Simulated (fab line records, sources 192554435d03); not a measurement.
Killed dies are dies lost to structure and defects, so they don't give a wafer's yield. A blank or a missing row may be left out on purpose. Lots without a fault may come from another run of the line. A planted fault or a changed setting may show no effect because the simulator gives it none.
Chamber matching | flow n5_finfet | N5_SDB_HM_DEP_00 on pecvd-01: 3 sister chambers
The step deposits SiNx from SiH4/NH3/N2, target thk 40 nm, time 35.3 s. 20 wafers are shown with their chamber, then 10 later ones without.

WAFERS WITH THEIR CHAMBER
wafer  | chamber | showerhead_plenum_p_Torr (Torr) | throttle_valve_pct (%) | heater_power_w (W)
L078.1 | 2       | 5.12                            | 38.4                   | 933
L078.2 | 0       | 5.07                            | 39.8                   | 628
L078.6 | 2       | 5.11                            | 38.8                   | 949
L079.3 | 2       | 5.13                            | 38.8                   | 823
L079.4 | 0       | 5.06                            | 40.0                   | 731
L079.6 | 1       | 5.18                            | 38.8                   | 799
L080.1 | 1       | 5.20                            | 38.8                   | 868
L080.2 | 0       | 5.05                            | 39.8                   | 660
L080.6 | 2       | 5.11                            | 38.9                   | 993
L081.2 | 1       | 5.20                            | 39.1                   | 750
L081.3 | 2       | 5.12                            | 39.0                   | 823
L081.5 | 2       | 5.12                            | 39.0                   | 847
L084.1 | 0       | 5.06                            | 39.8                   | 673
L084.3 | 2       | 5.13                            | 38.7                   | 966
L084.6 | 0       | 5.06                            | 40.0                   | 664
L085.1 | 2       | 5.12                            | 38.8                   | 913
L085.2 | 1       | 5.21                            | 38.7                   | 743
L085.6 | 2       | 5.12                            | 38.7                   | 947
L088.2 | 1       | 5.19                            | 38.8                   | 719
L088.3 | 2       | 5.12                            | 38.9                   | 936

SIGNATURES (means of the wafers above)
reading                  | chamber 0 | chamber 1 | chamber 2 | scatter within a chamber
showerhead_plenum_p_Torr | 5.0600    | 5.1960    | 5.1200    | 0.00812
throttle_valve_pct       | 39.880    | 38.840    | 38.800    | 0.157
heater_power_w           | 671.20    | 775.80    | 913.00    | 55.7
Rule: a wafer's distance from a chamber is the root of the sum, over the readings, of the square of ((its reading less the chamber's mean) divided by the reading's scatter). The wafer belongs to the nearest chamber; if the next one is less than 2 further off, it can't be placed. The scatter: the root of (the sum of the squares of (reading less its chamber's mean) over the shown wafers, divided by (wafers less chambers)).

WAFERS WITHOUT THEIR CHAMBER
wafer  | showerhead_plenum_p_Torr (Torr) | throttle_valve_pct (%) | heater_power_w (W)
L088.6 | 5.12                            | 39.1                   | 957
L090.1 | 5.10                            | 38.8                   | 914
L090.4 | 5.19                            | 38.7                   | 869
L090.6 | 5.12                            | 38.7                   | 904
L094.2 | 5.20                            | 38.8                   | 866
L094.5 | 5.12                            | 38.8                   | 811
L094.6 | 5.18                            | 38.9                   | 875
L096.4 | 5.19                            | 39.0                   | 738
L096.5 | 5.06                            | 40.4                   | 725
L096.6 | 5.12                            | 38.8                   | 955

WHICH CHAMBER EACH WENT THROUGH
wafer  | from the rows above | in truth
L088.6 | 2                   | 2
L090.1 | 2                   | 2
L090.4 | 1                   | 1
L090.6 | 2                   | 2
L094.2 | 1                   | 1
L094.5 | 2                   | 2
L094.6 | 1                   | 1
L096.4 | 1                   | 1
L096.5 | 0                   | 0
L096.6 | 2                   | 2
Placed correctly: 10 of 10. Can't be placed from these rows: 0. Placed wrongly: 0.
